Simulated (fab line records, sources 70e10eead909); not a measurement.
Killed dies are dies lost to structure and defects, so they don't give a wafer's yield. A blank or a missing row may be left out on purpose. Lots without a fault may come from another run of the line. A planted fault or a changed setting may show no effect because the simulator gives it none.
Which tool did it? | flow nand_harc | 7 lots, 21 wafers sampled, at 4 steps of a route of 1159

WHAT THE GAUGES READ, wafer by wafer
NHARC_END_SORT_01.
lot  | measured     | on        | killed_at_array
L931 | day 20 00:38 | prober-01 | 15 14 17
L935 | day 21 00:37 | prober-02 | 20 25 30
L940 | day 22 01:44 | prober-01 | 31 15 33
L938 | day 22 11:37 | prober-02 | 29 25 24
L941 | day 22 18:38 | prober-01 | 19 18 14
L944 | day 23 17:22 | prober-02 | 22 26 18
L949 | day 24 23:40 | prober-01 | 68 29 74

WHICH TOOL RAN EACH LOT (tool, then ch and the chambers of the sampled wafers, then the start)
lot  | NHARC_A_CONTACT_CVD_19        | NHARC_THIN_TSV_DEP_47           | NHARC_THIN_TSV_DEGAS_49
L931 | cvd_w-02 ch 0,1, day 18 00:32 | pecvd-04 ch 0,1,2, day 19 08:53 | pvd_sputter-03, day 19 09:49
L935 | cvd_w-01 ch 0, day 18 22:55   | pecvd-03 ch 0,1, day 20 11:29   | pvd_sputter-03, day 20 12:20
L940 | cvd_w-01 ch 0,1, day 19 22:37 | pecvd-03 ch 0,2, day 21 08:13   | pvd_sputter-01, day 21 09:11
L938 | cvd_w-01 ch 0,1, day 20 03:36 | pecvd-01 ch 0,1, day 21 19:24   | pvd_sputter-01, day 21 20:15
L941 | cvd_w-02 ch 0,1, day 20 16:48 | pecvd-03 ch 1,2, day 22 00:44   | pvd_sputter-03, day 22 01:46
L944 | cvd_w-02 ch 0,1, day 21 09:18 | pecvd-03 ch 0,1,2, day 23 03:38 | pvd_sputter-02, day 23 04:40
L949 | cvd_w-02 ch 0,1, day 22 20:29 | pecvd-03 ch 0,2, day 24 08:56   | pvd_sputter-03, day 24 09:49
- NHARC_A_CONTACT_CVD_19: deposits W, target thk 300 nm, time 802 s.
- NHARC_THIN_TSV_DEP_47: deposits SiO2, target thk 200 nm.
- NHARC_THIN_TSV_DEGAS_49: time 120 s.

THE ANSWER, worked out from the rows above alone
Rule: what is usual is taken from the lots themselves. Put in order of their means at a reading, lots are off if they are a third of the lots or fewer, leave a main group of 4 or more, and stand apart from it by a gap of 3 or more times the standard deviation of the main group's means; of several such gaps the widest counts. A main group whose means are all the same, to the digits that the tables above print for the reading, isn't used. A lot without any number at a reading at which 4 lots or more have one is off too. The other lots that the step has rows for count as sound.
Off: L949, at NHARC_END_SORT_01 (killed_at_array). The main group: mean 22, standard deviation 4.3.
A tool fits if, at a process step before that reading, it ran every lot that is off, and no sound lot after the first of them. The gauges at NHARC_END_SORT_01 are tried like those tools. Can't be told from this: 4 tools fit, cvd_w-02 at NHARC_A_CONTACT_CVD_19, pecvd-03 at NHARC_THIN_TSV_DEP_47, pvd_sputter-03 at NHARC_THIN_TSV_DEGAS_49, prober-01 at NHARC_END_SORT_01.

WHAT THE SIMULATOR HAD PUT IN
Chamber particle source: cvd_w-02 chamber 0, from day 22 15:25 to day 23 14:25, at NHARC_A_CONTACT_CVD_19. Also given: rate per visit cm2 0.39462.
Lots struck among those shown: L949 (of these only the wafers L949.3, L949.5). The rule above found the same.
